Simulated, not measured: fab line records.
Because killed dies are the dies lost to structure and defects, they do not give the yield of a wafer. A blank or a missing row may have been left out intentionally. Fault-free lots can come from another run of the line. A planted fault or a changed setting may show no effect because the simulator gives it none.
fab line records	flow n5Finfet
[record] lots = 7	wafers = 21
route steps=1938 shown GATE_CUT@484 MOL_CONTACT_COAG@535
startH: the number of hours between the record's first day and the start of the first shown wafer of the lot	waitH: time in hours since the lot's previous step	" the same as in the row above	L1.1+2: one row covering several wafers at once	- value missing, or start not given	* or withheld: withheld	< > ~ a bound
route shown NAME@n: NAME is a module with steps in the file, n the number in the route of the first one	usual: mean/standard deviation of fault-free wafers	same: alike in all rows	chamber/n: place in a boat	sites: per-site readings	_std_site: how widely they spread, as a standard deviation	_edge_site: outer sites' mean less inner sites'	radiusMm: for every site, how far away it sits from the centre of the wafer	mask NAME#n: copy n	behind: the tool/chamber that last shaped the wafer	hold: why the lot was held/for how many hours/how that ended	device: the n, p or np transistor that did not switch	end of line: the route-end tests of the same wafers	where a step has no rows: the recipe by itself	killed: not the wafer's yield, but the dies lost to structure and defects at the first sort	map: dies across one wafer; x = killed, . = not, _ = none there
set.NAME: the setting that was run; set.NAME@STEP: the one run at that earlier step	model.NAME: the simulator's own value behind a step, which no gauge read
lots run with intentionally changed settings; tables by step, rows by wafer
[[steps]]
[step N5_GATE_CUT_EXPOSE_10]
[recipe] maskId = GATE_CUT	na = 0.33	sourceShape = annular	sigmaInner = 0.35	sigmaOuter = 0.8	polarization = unpolarized	targetCdNm = 20	doseMj = 43.25
lot.wafer	tool	chamber	startH	waitH	mask	set.doseMj
L075.1+5	euvScanner-02	0	89.09	-	GATE_CUT#0	42.31
L075.2	"	0	"	"	GATE_CUT#0	43.25
L078.1+2+5	euvScanner-01	0	105.40	-	GATE_CUT#0	43.25
L079.2+3	euvScanner-01	0	114.30	-	GATE_CUT#0	45.75
L079.4	"	0	"	"	GATE_CUT#0	43.25
L085.1	euvScanner-01	0	150.34	-	GATE_CUT#0	43.25
L085.5+6	"	0	"	"	GATE_CUT#0	44.84
L090.2+5+6	euvScanner-02	0	190.25	-	GATE_CUT#0	43.25
L096.1+4+6	euvScanner-02	0	217.36	-	GATE_CUT#0	43.25
L097.1+2+4	euvScanner-02	0	225.54	-	GATE_CUT#0	43.25
[step N5_GATE_CUT_PEB_11]
[recipe] pebTempC = 100	pebTimeS = 60	resist = CAR-EUV
[step N5_GATE_CUT_DEVELOP_12]
[recipe] developTimeS = 30	developer = TMAH	resist = CAR-EUV	rinseLiquid = surfactantRinse	dry = airSpin	devTempC = 23
[step N5_GATE_CUT_DESCUM_18]
[recipe] chemistry = O2	timeS = 7	sourcePowerW = 50	biasPowerW = 20	pressureMtorr = 20	rfFrequencyHz = 2.712e+07	tempC = 40	resist = CAR-EUV	o2FlowSccm = 225
lot.wafer	tool	chamber	startH	waitH	set.doseMj@GATE_CUT_EXPOSE_10	model.GATE_CUT.cdNm
L075.1	rieDiel-01	3	89.35	0.0	42.31	19.6
L075.2	"	2	"	"	43.25	20.2
L075.5	"	3	"	"	42.31	20
L078.1+5	rieDiel-03	0,2	105.66	0.0	43.25	20.2
L078.2	"	1	"	"	43.25	20
L079.2+3	rieDiel-02	0,3	115.11	0.6	45.75	21
L079.4	"	1	"	"	43.25	20
L085.1	rieDiel-03	0	150.63	0.1	43.25	20
L085.5	"	2	"	"	44.84	20.8
L085.6	"	1	"	"	44.84	20.6
L090.2+5+6	rieDiel-02	0,2,3	190.50	0.0	43.25	19.6
L096.1+4	rieDiel-03	2,3	217.62	0.0	43.25	20
L096.6	"	3	"	"	43.25	19.8
L097.1	rieDiel-03	2	226.45	0.7	43.25	20
L097.2	"	3	"	"	43.25	19.8
L097.4	"	1	"	"	43.25	19.6
[step N5_GATE_CUT_ETCH_28]
[recipe] chemistry = N2/H2	target = underlayer	targetDepthA = 130	maskMaterial = CAR-EUV	timeS = 10.4	ionEnergyEv = 200	pressureMtorr = 30	sourceW = 840	biasW = 150	n2FlowSccm = 200	h2FlowSccm = 200	ends = cleared
[step N5_GATE_CUT_ETCH_36]
[recipe] chemistry = CF4	target = SiARC	targetDepthA = 130	maskMaterial = CAR-EUV	timeS = 21.7	ionEnergyEv = 80	pressureMtorr = 40	sourceW = 545	biasW = 36	Ar_flow_sccm = 100	cf4FlowSccm = 100	ends = cleared
lot.wafer	tool	chamber	startH	waitH	set.doseMj@GATE_CUT_EXPOSE_10	model.GATE_CUT.cdNm
L075.1	rieDiel-01	3	89.40	0.0	42.31	19.6
L075.2	"	2	"	"	43.25	20.2
L075.5	"	3	"	"	42.31	20
L078.1+5	rieDiel-03	0,2	105.71	0.0	43.25	20
L078.2	"	1	"	"	43.25	20.2
L079.2	rieDiel-02	0	115.16	0.0	45.75	21
L079.3	"	3	"	"	45.75	21.2
L079.4	"	1	"	"	43.25	20
L085.1	rieDiel-03	0	150.68	0.0	43.25	19.8
L085.5	"	2	"	"	44.84	20.6
L085.6	"	1	"	"	44.84	20.8
L090.2	rieDiel-02	0	190.56	0.0	43.25	19.6
L090.5+6	"	2,3	"	"	43.25	19.8
L096.1+4+6	rieDiel-03	2,3,3	217.67	0.0	43.25	19.8
L097.1+4	rieDiel-03	2,1	226.51	0.0	43.25	19.8
L097.2	"	3	"	"	43.25	19.6
[step N5_GATE_CUT_ETCH_37]
[recipe] chemistry = N2/H2	target = SOC	targetDepthA = 600	overetchA = 120	maskMaterial = SiARC	tempC = 40	timeS = 90	ionEnergyEv = 200	pressureMtorr = 30	sourceW = 840	biasW = 150	n2FlowSccm = 200	h2FlowSccm = 200
lot.wafer	tool	chamber	startH	waitH	set.doseMj@GATE_CUT_EXPOSE_10	model.GATE_CUT.cdNm
L075.1	rieDiel-01	3	89.43	0.0	42.31	19.6
L075.2	"	2	"	"	43.25	20.2
L075.5	"	3	"	"	42.31	20
L078.1+2	rieDiel-03	0,1	105.74	0.0	43.25	20
L078.5	"	2	"	"	43.25	20.2
L079.2+3	rieDiel-02	0,3	115.19	0.0	45.75	21
L079.4	"	1	"	"	43.25	20
L085.1	rieDiel-03	0	150.71	0.0	43.25	19.8
L085.5	"	2	"	"	44.84	20.6
L085.6	"	1	"	"	44.84	20.8
L090.2+6	rieDiel-02	0,3	190.58	0.0	43.25	19.4
L090.5	"	2	"	"	43.25	19.8
L096.1+4	rieDiel-03	2,3	217.70	0.0	43.25	19.8
L096.6	"	3	"	"	43.25	19.6
L097.1+4	rieDiel-03	2,1	226.53	0.0	43.25	19.6
L097.2	"	3	"	"	43.25	19.8
[step N5_GATE_CUT_STRIP_38]
[recipe] chemistry = N2/H2	tempC = 40	n2FlowSccm = 200	h2FlowSccm = 200	rfFrequencyHz = 6e+07
[step N5_GATE_CUT_STRIP_39]
[recipe] chemistry = N2/H2	tempC = 40	n2FlowSccm = 200	h2FlowSccm = 200	rfFrequencyHz = 6e+07
[step N5_GATE_CUT_HM_OPEN_40]
[recipe] chemistry = C4F6/O2	target = SiO2	maskMaterial = SiARC	targetDepthA = 1390	timeS = 85.1	ionEnergyEv = 250	pressureMtorr = 30	sourceW = 345	biasW = 185	Ar_flow_sccm = 300	C4F6_flow_sccm = 10	O2_flow_sccm = 10	ends = cleared
lot.wafer	tool	chamber	startH	waitH	set.timeS@GATE_CUT_HM_DEP_46	set.doseMj@GATE_CUT_EXPOSE_10	model.etch.depthNm	model.SOC_of_GATE_CUT_COAT_34.thkNm	model.GATE_CUT.cdNm
L075.1	rieDiel-01	3	89.51	0.0	26.6	42.31	126.8	33.2	19.8
L075.2	"	2	"	"	23.53	43.25	114.8	35.8	20.4
L075.5	"	3	"	"	26.6	42.31	130.5	32.4	20
L078.1	rieDiel-03	0	105.82	0.0	26.6	43.25	130.8	31.6	20
L078.2	"	1	"	"	26.6	43.25	127.4	33.4	20
L078.5	"	2	"	"	26.6	43.25	131.2	32.2	20.2
L079.2	rieDiel-02	0	115.27	0.0	26.6	45.75	128.5	32.8	21.2
L079.3	"	3	"	"	28.57	45.75	138.6	30.2	21.2
L079.4	"	1	"	"	26.6	43.25	131.6	32.8	20
L085.1	rieDiel-03	0	150.79	0.0	26.6	43.25	127.9	31.8	19.8
L085.5	"	2	"	"	26.6	44.84	130.3	32.2	20.8
L085.6	"	1	"	"	26.6	44.84	128.4	32.8	21
L090.2	rieDiel-02	0	190.67	0.0	29.2	43.25	141.5	30.4	19.8
L090.5	"	2	"	"	29.2	43.25	147	29.8	20
L090.6	"	3	"	"	26.6	43.25	129.9	32.2	19.6
L096.1	rieDiel-03	2	217.78	0.0	29.98	43.25	146.3	28.8	20.2
L096.4	"	3	"	"	29.98	43.25	149.8	28.8	20.2
L096.6	"	3	"	"	26.6	43.25	132.9	32.2	20
L097.1	rieDiel-03	2	226.62	0.0	26.6	43.25	127.4	33.2	20
L097.2	"	3	"	"	25.56	43.25	121.9	34.8	20
L097.4	"	1	"	"	25.56	43.25	126.5	33.8	19.6
[step N5_GATE_CUT_STRIP_41]
[recipe] chemistry = CF4	resist = SiARC	powerW = 300	biasPowerW = 75	pressureMtorr = 50	cf4FlowSccm = 150	rfFrequencyHz = 6e+07
[step N5_GATE_CUT_STRIP_42]
[recipe] chemistry = O2	powerW = 400	tempC = 40	pressureMtorr = 30	rfFrequencyHz = 6e+07	biasPowerW = 0	overashFraction = 0.3	o2FlowSccm = 225
[step N5_GATE_CUT_ALD_22]
[recipe] material = SiNx	targetThkA = 160	tempC = 400	aldPrecursorFamily = SiH2I2	aldCoReactant = N2/H2-plasma	pulseTimeS = 1	aldCycles = 320	purgeTimeS = 2	coReactantPurgeTimeS = 2	pressureTorr = 2
[step N5_GATE_CUT_CMP_23]
[recipe] stopOn = SiO2	tOverpolishS = 23.4	postCmpClean = alkalineBrush	downForcePsi = 2.5	platenRpm = 51.8	padVelocityMS = 1.0307	targetThkNm = 16
[step N5_GATE_CUT_THK_MEAS_24]
[recipe] reads = SiO2_of_GATE_CUT_HM_DEP_46+SiO2_flowable_of_ILD0_FCVD_FILL_01
[usual] GC_FILL_THK = 219.7/2.4
lot.wafer	tool	chamber	startH	waitH	set.timeS@GATE_CUT_HM_DEP_46	GC_FILL_THK[nm]
L075.1	filmMetro-01	-	92.01	-	26.6	215.4
L075.2	"	-	"	"	23.53	202.3
L075.5	"	-	"	"	26.6	218.1
L078.1	filmMetro-01	-	108.37	-	26.6	219.7
L078.2	"	-	"	"	26.6	216.8
L078.5	"	-	"	"	26.6	219.2
L079.2	filmMetro-01	-	117.73	-	26.6	221.3
L079.3	"	-	"	"	28.57	228.0
L079.4	"	-	"	"	26.6	221.2
L085.1	filmMetro-02	-	153.25	-	26.6	217.1
L085.5	"	-	"	"	26.6	221.3
L085.6	"	-	"	"	26.6	218.2
L090.2	filmMetro-02	-	194.50	-	29.2	231.4
L090.5	"	-	"	"	29.2	238.1
L090.6	"	-	"	"	26.6	218.4
L096.1	filmMetro-01	-	220.25	-	29.98	235.3
L096.4	"	-	"	"	29.98	239.1
L096.6	"	-	"	"	26.6	223.3
L097.1	filmMetro-01	-	229.29	-	26.6	221.1
L097.2	"	-	"	"	25.56	212.2
L097.4	"	-	"	"	25.56	215.8
[step N5_GATE_CUT_CMP_43]
[recipe] material = SiO2	postCmpClean = rinseOnly
lot.wafer	tool	chamber	startH	waitH	set.timeS@GATE_CUT_HM_DEP_46	model.SiO2_of_GATE_CUT_HM_DEP_46.thkNm
L075.1	cmp-02	3	92.20	0.2	26.6	4.8
L075.2	"	0	"	"	23.53	4.2
L075.5	"	2	"	"	26.6	5
L078.2	cmp-01	0	108.56	0.2	26.6	4.8
L078.1+5	"	1,3	"	"	26.6	5
L079.2+4	cmp-02	3,0	117.76	0.0	26.6	5
L079.3	"	1	"	"	28.57	5.4
L085.1+5+6	cmp-02	0,1,2	153.52	0.3	26.6	5
L090.2	cmp-03	1	194.69	0.2	29.2	5.6
L090.6	"	3	"	"	26.6	5
L090.5	"	0	"	"	29.2	5.8
L096.1	cmp-03	0	220.36	0.1	29.98	5.8
L096.4	"	1	"	"	29.98	6
L096.6	"	3	"	"	26.6	5.2
L097.2	cmp-02	2	229.40	0.1	25.56	4.6
L097.4	"	3	"	"	25.56	4.8
L097.1	"	0	"	"	26.6	4.8
[step N5_MOL_CONTACT_COAG_CONTACT_ETCH_14]
[recipe] chemistry = C4F6/O2	target = SiO2	targetDepthA = 275	overetchA = 85	maskMaterial = SOC	pressureMtorr = 30	sourceW = 370	biasW = 185	Ar_flow_sccm = 300	C4F6_flow_sccm = 16	O2_flow_sccm = 10	timeS = 20	ionEnergyEv = 259.6
[usual] rfVppV = 695.0/3
lot.wafer	tool	chamber	startH	waitH	set.sourceW	rfVppV
L075.1	rieDiel-04	0	93.36	0.0	370	691.3
L075.2	"	1	"	"	415.2	677.1
L075.5	"	0	"	"	415.2	660.6
L078.1	rieDiel-05	3	109.71	0.0	370	696.7
L078.2	"	1	"	"	370	697.2
L078.5	"	1	"	"	370	697.2
L079.2	rieDiel-04	2	119.07	0.0	350.7	705.8
L079.3	"	0	"	"	370	691.9
L079.4	"	3	"	"	370	695.4
L085.1	rieDiel-05	3	154.71	0.0	413.3	671.1
L085.5	"	0	"	"	413.3	673.5
L085.6	"	3	"	"	370	695.9
L090.2	rieDiel-05	1	195.85	0.0	370	694.7
L090.5	"	3	"	"	386.7	682.8
L090.6	"	0	"	"	370	697.6
L096.1	rieDiel-04	0	221.71	0.0	370	690.5
L096.4	"	2	"	"	370	696.7
L096.6	"	3	"	"	370	694.8
L097.1	rieDiel-04	0	230.98	0.0	370	690.0
L097.2	"	1	"	"	430.9	666.6
L097.4	"	3	"	"	370	693.7
[step N5_MOL_CONTACT_COAG_VIA_ETCH_46]
[recipe] chemistry = C4F6/O2	targetDepthA = 460	overetchA = 92	maskMaterial = SOC	target = SiO2	biasW = 455	pressureMtorr = 10	timeS = 40	sourceW = 325	Ar_flow_sccm = 300	C4F6_flow_sccm = 10	O2_flow_sccm = 10	ionEnergyEv = 575.3	ends = endPoint
[usual] rfVppV = 1596/31
lot.wafer	tool	chamber	startH	waitH	set.biasW	rfVppV
L075.1	rieDiel-06	1	102.71	0.0	455	1566
L075.2	"	3	"	"	455	1604
L075.5	"	2	"	"	455	1585
L078.1	rieDiel-05	1	117.58	0.0	455	1600
L078.2	"	0	"	"	455	1575
L078.5	"	1	"	"	455	1597
L079.2	rieDiel-04	0	129.05	0.0	455	1582
L079.3	"	3	"	"	455	1595
L079.4	"	1	"	"	507.5	1710
L085.1	rieDiel-04	0	162.63	0.0	455	1580
L085.5	"	2	"	"	374.5	1368
L085.6	"	3	"	"	455	1594
L090.2	rieDiel-06	2	205.89	0.0	430.7	1521
L090.5	"	0	"	"	430.7	1606
L090.6	"	1	"	"	430.7	1499
L096.1	rieDiel-06	2	233.08	0.0	455	1585
L096.4	"	3	"	"	455	1601
L096.6	"	1	"	"	408.8	1442
L097.1	rieDiel-06	2	243.46	0.0	455	1584
L097.2	"	0	"	"	387.1	1481
L097.4	"	3	"	"	455	1603
[step N5_MOL_CONTACT_COAG_COAT_62]
[recipe] resist = SOC	tempC = 250	timeS = 60	spinRpm = 1500	resistThkNm = 60
lot.wafer	tool	chamber	startH	waitH	set.spinRpm	model.SOC_of_MOL_CONTACT_COAG_COAT_62.thkNm
L075.1+2	lithoTrack-04	0	103.08	0.0	1500	60
L075.5	"	0	"	"	1454	61
L078.1+2+5	lithoTrack-05	0	117.95	0.0	1500	60
L079.2+3+4	lithoTrack-01	0	129.42	0.0	1500	60
L085.1+5+6	lithoTrack-04	0	163.00	0.0	1500	60.4
L090.2+6	lithoTrack-01	0	206.26	0.0	1500	60
L090.5	"	0	"	"	1500	59.8
L096.1+6	lithoTrack-01	0	233.49	0.0	1500	60.2
L096.4	"	0	"	"	1658	57.2
L097.1+2+4	lithoTrack-04	0	243.83	0.0	1500	60
[step N5_MOL_CONTACT_COAG_COAT_63]
[recipe] resist = SiARC	tempC = 220	timeS = 60	spinRpm = 1500	resistThkNm = 10
[step N5_MOL_CONTACT_COAG_COAT_64]
[recipe] resist = underlayer	tempC = 205	timeS = 60	spinRpm = 1500	resistThkNm = 10
[step N5_MOL_CONTACT_COAG_ALD_133]
[recipe] material = SiO2	targetThkA = 50	tempC = 100	aldPrecursorFamily = BDEAS	aldCoReactant = O2-plasma	pulseTimeS = 1	coReactantPulseTimeS = 1	purgeTimeS = 2	coReactantPurgeTimeS = 2	aldCycles = 35	pressureTorr = 2
[step N5_MOL_CONTACT_COAG_ETCHBACK_134]
[recipe] chemistry = CHF3	target = SiO2	targetDepthA = 100	timeS = 6.7	ionEnergyEv = 200	pressureMtorr = 30	sourceW = 610	biasW = 170	Ar_flow_sccm = 200	CHF3_flow_sccm = 50
[step N5_MOL_CONTACT_COAG_ETCH_67]
[recipe] chemistry = N2/H2	target = SOC	targetDepthA = 600	overetchA = 210	maskMaterial = SiARC	tempC = 40	timeS = 101.2	ionEnergyEv = 200	pressureMtorr = 30	sourceW = 840	biasW = 150	n2FlowSccm = 200	h2FlowSccm = 200
lot.wafer	tool	chamber	startH	waitH	set.spinRpm@MOL_CONTACT_COAG_COAT_62	model.etch.depthNm
L075.1	rieDiel-04	2	104.75	0.0	1500	60.04
L075.2	"	0	"	"	1500	59.95
L075.5	"	1	"	"	1454	61.03
L078.1	rieDiel-05	0	118.83	0.0	1500	59.95
L078.2	"	1	"	"	1500	60.07
L078.5	"	1	"	"	1500	60.04
L079.2+4	rieDiel-04	1,0	130.23	0.0	1500	60.08
L079.3	"	3	"	"	1500	60.05
L085.1	rieDiel-04	3	163.89	0.0	1500	60.38
L085.5	"	1	"	"	1500	60.49
L085.6	"	0	"	"	1500	60.32
L090.2+6	rieDiel-05	3,2	207.47	0.0	1500	60.07
L090.5	"	3	"	"	1500	59.86
L096.1	rieDiel-06	1	234.25	0.0	1500	60.22
L096.4	"	3	"	"	1658	57.27
L096.6	"	1	"	"	1500	60.16
L097.1+2	rieDiel-06	2,3	245.05	0.0	1500	60.07
L097.4	"	0	"	"	1500	60.1
[step N5_MOL_CONTACT_COAG_STRIP_68]
[recipe] chemistry = N2/H2	tempC = 40	n2FlowSccm = 200	h2FlowSccm = 200	rfFrequencyHz = 6e+07
[step N5_MOL_CONTACT_COAG_STRIP_69]
[recipe] chemistry = N2/H2	tempC = 40	n2FlowSccm = 200	h2FlowSccm = 200	rfFrequencyHz = 6e+07
[step N5_MOL_CONTACT_COAG_ETCHBACK_136]
[recipe] chemistry = CHF3	target = SiO2	targetDepthA = 250	timeS = 16.7	ionEnergyEv = 200	pressureMtorr = 30	sourceW = 610	biasW = 170	Ar_flow_sccm = 200	CHF3_flow_sccm = 50
lot.wafer	tool	chamber	startH	waitH	set.spinRpm@MOL_CONTACT_COAG_COAT_62	model.SOC_of_MOL_CONTACT_COAG_COAT_62.thkNm
L075.1+2	rieDiel-04	2,0	104.84	0.0	1500	57.2
L075.5	"	1	"	"	1454	58.4
L078.1+2+5	rieDiel-05	0,1,1	118.92	0.0	1500	57.2
L079.2+4	rieDiel-04	1,0	130.32	0.0	1500	57.4
L079.3	"	3	"	"	1500	57.2
L085.1+6	rieDiel-04	3,0	163.98	0.0	1500	57.6
L085.5	"	1	"	"	1500	57.8
L090.2	rieDiel-05	3	207.56	0.0	1500	57.4
L090.5+6	"	3,2	"	"	1500	57.2
L096.1	rieDiel-06	1	234.34	0.0	1500	57.4
L096.4	"	3	"	"	1658	54.6
L096.6	"	1	"	"	1500	57.2
L097.1+4	rieDiel-06	2,0	245.14	0.0	1500	57.4
L097.2	"	3	"	"	1500	57.2
[step N5_MOL_CONTACT_COAG_STRIP_120]
[recipe] chemistry = CHF3	resist = SiARC	rfFrequencyHz = 6e+07
[step N5_MOL_CONTACT_COAG_VIA_ETCH_117]
[recipe] chemistry = C4F6/O2	targetDepthA = 400	overetchA = 80	maskMaterial = SOC	target = SiO2	biasW = 455	pressureMtorr = 10	timeS = 26	sourceW = 325	Ar_flow_sccm = 300	C4F6_flow_sccm = 10	O2_flow_sccm = 10	ionEnergyEv = 575.3	ends = endPoint
lot.wafer	tool	chamber	startH	waitH	set.spinRpm@MOL_CONTACT_COAG_COAT_62	model.SOC_of_MOL_CONTACT_COAG_COAT_62.thkNm
L075.1+2	rieDiel-04	2,0	104.87	0.0	1500	51.2
L075.5	"	1	"	"	1454	52.8
L078.1	rieDiel-05	0	118.95	0.0	1500	51.4
L078.2+5	"	1	"	"	1500	51.2
L079.2	rieDiel-04	1	130.35	0.0	1500	51.8
L079.3+4	"	3,0	"	"	1500	51.4
L085.1+6	rieDiel-04	3,0	164.02	0.0	1500	51.6
L085.5	"	1	"	"	1500	52.2
L090.2	rieDiel-05	3	207.60	0.0	1500	51.8
L090.5	"	3	"	"	1500	51.6
L090.6	"	2	"	"	1500	51.4
L096.1	rieDiel-06	1	234.37	0.0	1500	51.6
L096.4	"	3	"	"	1658	48.8
L096.6	"	1	"	"	1500	51.4
L097.1	rieDiel-06	2	245.17	0.0	1500	51.8
L097.2	"	3	"	"	1500	51.4
L097.4	"	0	"	"	1500	51.6
[[key]]
[split] step = N5_GATE_CUT_EXPOSE_10	setting = doseMj	stated = 43.25	by = wafer
[response] step = N5_GATE_CUT_DESCUM_18	reading = model.GATE_CUT.cdNm	change = +0.179	per = 1%	r = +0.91
[response] step = N5_GATE_CUT_ETCH_36	reading = model.GATE_CUT.cdNm	change = +0.204	per = 1%	r = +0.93
[response] step = N5_GATE_CUT_ETCH_37	reading = model.GATE_CUT.cdNm	change = +0.193	per = 1%	r = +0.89
[response] step = N5_GATE_CUT_HM_OPEN_40	reading = model.GATE_CUT.cdNm	change = +0.234	per = 1%	r = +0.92
[split] step = N5_MOL_CONTACT_COAG_CONTACT_ETCH_14	setting = sourceW	stated = 370	by = wafer
[response] step = N5_MOL_CONTACT_COAG_CONTACT_ETCH_14	reading = rfVppV	change = -1.8	per = 1%	r = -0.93
[split] step = N5_MOL_CONTACT_COAG_VIA_ETCH_46	setting = biasW	stated = 455	by = wafer
[response] step = N5_MOL_CONTACT_COAG_VIA_ETCH_46	reading = rfVppV	change = +11	per = 1%	r = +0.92
[split] step = N5_MOL_CONTACT_COAG_COAT_62	setting = spinRpm	stated = 1500	by = wafer
[response] step = N5_MOL_CONTACT_COAG_COAT_62	reading = model.SOC_of_MOL_CONTACT_COAG_COAT_62.thkNm	change = -0.288	per = 1%	r = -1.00
[response] step = N5_MOL_CONTACT_COAG_ETCH_67	reading = model.etch.depthNm	change = -0.282	per = 1%	r = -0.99
[response] step = N5_MOL_CONTACT_COAG_ETCHBACK_136	reading = model.SOC_of_MOL_CONTACT_COAG_COAT_62.thkNm	change = -0.267	per = 1%	r = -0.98
[response] step = N5_MOL_CONTACT_COAG_VIA_ETCH_117	reading = model.SOC_of_MOL_CONTACT_COAG_COAT_62.thkNm	change = -0.277	per = 1%	r = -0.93
split outsideThisFile step=N5_GATE_CUT_HM_DEP_46 setting=timeS
// split outsideThisFile: this setting was split too, and the file shows its column; the key of that split is in another file
